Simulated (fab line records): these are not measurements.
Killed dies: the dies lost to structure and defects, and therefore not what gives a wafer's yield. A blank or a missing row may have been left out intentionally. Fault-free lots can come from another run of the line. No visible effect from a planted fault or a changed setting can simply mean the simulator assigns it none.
Struck lot and sound lot, side by side -- flow nandHarc -- 14 out of 1159 route steps
Sound: wafers L364.3, L364.4, L364.6. Wafers L369.2, L369.5, L369.6 were the ones struck. Last of all comes the cause.
For every step that has rows: the tool of each side, followed by ch and its chambers, followed by its first start. Under that, the readings that differ: sound wafers -- struck wafers -- difference of the means -- sigmas: that difference in standard deviations of wafers without a fault.
alike: words and numbers the same on both sides, and readings whose means are apart by under 2 such deviations; not compared: readings that were withheld, readings missing a value for some wafer, numbers with overlapping values and no deviation given by the record, and bounds like >300 which may hide the same value.
Wherever a step has rows on one side only, a row that says differs or no value, or a row with sigmas, the two part there. Numbers that don't overlap but have no deviation are shown without sigmas and don't part them. A reading that every wafer of one side lacks parts them only if that side has two wafers or more.

NHARC_P_GATE_INSPECT_28:
  sound: defectInspect-01 at day 4 18:43; struck: defectInspect-01 at day 5 22:03
reading,sound,struck,difference,sigmas
rawDefectCount,17 9 10,1 5 8,-7,-2
NHARC_P_GATE_DESCUM_31: chemistry O2, time 3 s.
  sound on rieDiel-07 ch 0,2,3, day 4 18:49; struck on rieDiel-01 ch 1,2,3, day 5 22:08
  alike: drypumpMotorCurrentA, oesProductAu, rfVppV, showerheadPlenumPTorr, throttleValvePct
  not compared: rfHoursCounterH
then, 3 steps without rows for these wafers: NHARC_P_GATE_ETCH_104 (etches the open film in CF4/CHF3, target depth 60 nm); NHARC_P_GATE_HM_OPEN_105 (chemistry O2/COS, target depth 360 nm); NHARC_P_GATE_STRIP_106 (strips in O2/COS).
NHARC_P_GATE_ETCH_114: etches the open film in CF4/O2, target depth 30 nm, overetch 3 nm, time 16.5 s.
  sound: rieDiel-07 ch 1,2; struck: rieDiel-01 ch 2,3
  alike: drypumpMotorCurrentA, oesProductAu, rfVppV, showerheadPlenumPTorr, throttleValvePct
  not compared: rfHoursCounterH
NHARC_P_GATE_ETCH_32: etches the open film in HBr/Cl2, target depth 150 nm, time 100.1 s.
  sound on rieSi-05 ch 0,2, day 4 19:21; struck on rieSi-05 ch 0,1,2, day 5 22:59
  alike: drypumpMotorCurrentA, mfcCl2Sccm, oesProductAu, throttleValvePct
  not compared: rfHoursCounterH
NHARC_P_GATE_STRIP_108: strips in O2.
  sound on rieDiel-01 ch 0,2,3, day 4 19:31; struck on rieDiel-07 ch 1,2, day 5 23:07
  alike: drypumpMotorCurrentA, oesProductAu, rfVppV, showerheadPlenumPTorr, throttleValvePct
  not compared: rfHoursCounterH
NHARC_P_GATE_CD_MEAS_33:
  sound: cdSem-01 at day 4 19:41; struck: cdSem-02 at day 5 23:16
  alike: cdNm
then, 3 steps without rows for these wafers: NHARC_P_GATE_STRIP_35 (strips in SPM, time 600 s); NHARC_P_GATE_PRECLEAN_73 (cleans in SC1); NHARC_P_GATE_SRD_74.
NHARC_P_GATE_ALD_36: deposits SiNx, target thk 20 nm, pulse time 60 s, ald cycles 223.
  sound on aldSin-03 ch 0,3, day 4 20:08; struck on aldSin-03 ch 0,3, day 5 23:43
  no value came back on the struck wafers for any of 5 readings (aldCycles, heaterPowerOuterW (W) and others); on the sound wafers aldCycles reads 223 223 223
NHARC_P_GATE_ETCHBACK_37: etches the open film in CHF3/O2, target depth 34.5 nm, time 17.2 s.
  sound: rieDiel-07 ch 0,1,3; struck: rieDiel-01 ch 0,1,2
  alike: drypumpMotorCurrentA, oesProductAu, rfVppV, showerheadPlenumPTorr, throttleValvePct
  not compared: rfHoursCounterH

== WHERE THEY PART ==
At NHARC_P_GATE_INSPECT_28 first; at NHARC_P_GATE_ALD_36 last (within this record only). Later steps at which nothing parts them and some readings are alike: NHARC_P_GATE_ETCHBACK_37.

WHY: the cause the simulator had injected
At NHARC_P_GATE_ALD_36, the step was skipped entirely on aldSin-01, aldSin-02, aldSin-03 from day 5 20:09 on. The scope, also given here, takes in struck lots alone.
